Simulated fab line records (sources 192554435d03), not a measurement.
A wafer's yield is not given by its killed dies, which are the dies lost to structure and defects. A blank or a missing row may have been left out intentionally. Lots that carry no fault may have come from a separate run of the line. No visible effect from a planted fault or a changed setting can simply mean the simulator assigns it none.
Chamber matching -- flow n5-finfet -- 4 sister chambers for N5_BEOL_M13_ETCH_59 on rie-diel-06
The step etches BARC in N2/H2, target depth 89 nm, overetch 26.7 nm, time 67.9 s. 14 wafers are shown with their chamber, then 7 later ones without.

WAFERS WITH THEIR CHAMBER
wafer,chamber,drypump-motor-current-A (A),showerhead-plenum-p-Torr (Torr),oes-product-au (a.u.)
L075.2,3,5.8,2.59,0.74
L075.3,0,5.8,2.52,0.62
L075.6,1,5.9,2.64,0.63
L082.2,3,5.8,2.58,0.73
L082.3,1,5.9,2.64,0.62
L082.6,2,5.5,2.52,0.58
L083.3,2,5.5,2.52,0.58
L083.4,1,5.9,2.64,0.61
L083.5,1,5.9,2.64,0.61
L088.2,0,5.8,2.51,0.61
L088.4,3,5.7,2.58,0.71
L088.6,3,5.8,2.58,0.72
L089.2,2,5.5,2.51,0.58
L089.3,1,5.9,2.63,0.61

SIGNATURES, as means of the wafers listed above
reading,chamber 0,chamber 1,chamber 2,chamber 3,scatter within a chamber
drypump-motor-current-A,5.800,5.900,5.500,5.775,0.0274
showerhead-plenum-p-Torr,2.5150,2.6380,2.5167,2.5825,0.00521
oes-product-au,0.6150,0.6160,0.5800,0.7250,0.00933
Rule: for a wafer and a chamber, the distance is found by dividing, reading by reading, the gap between the wafer's reading and the chamber's mean by the reading's scatter, squaring, summing and taking the root. The wafer belongs to the nearest chamber; if the next one is less than 2 further off, it can't be placed. The scatter is the square root of a quotient: the sum, over the shown wafers, of each reading's squared deviation from its chamber's mean, divided by wafers minus chambers.

WAFERS WITH NO CHAMBER GIVEN
wafer,drypump-motor-current-A (A),showerhead-plenum-p-Torr (Torr),oes-product-au (a.u.)
L089.6,5.8,2.51,0.60
L090.4,5.9,2.63,0.61
L090.5,5.9,2.63,0.60
L090.6,5.6,2.51,0.86
L095.2,5.8,2.57,0.70
L095.3,5.9,2.63,0.61
L095.5,5.5,2.51,0.84

WHICH CHAMBER EACH ONE RAN IN
wafer,from the rows above,in truth
L089.6,0,0
L090.4,1,1
L090.5,1,1
L090.6,3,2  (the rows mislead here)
L095.2,3,3
L095.3,1,1
L095.5,3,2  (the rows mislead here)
Placed correctly: 5 of 7. Not placeable from these rows: 0. 2 placed wrongly.
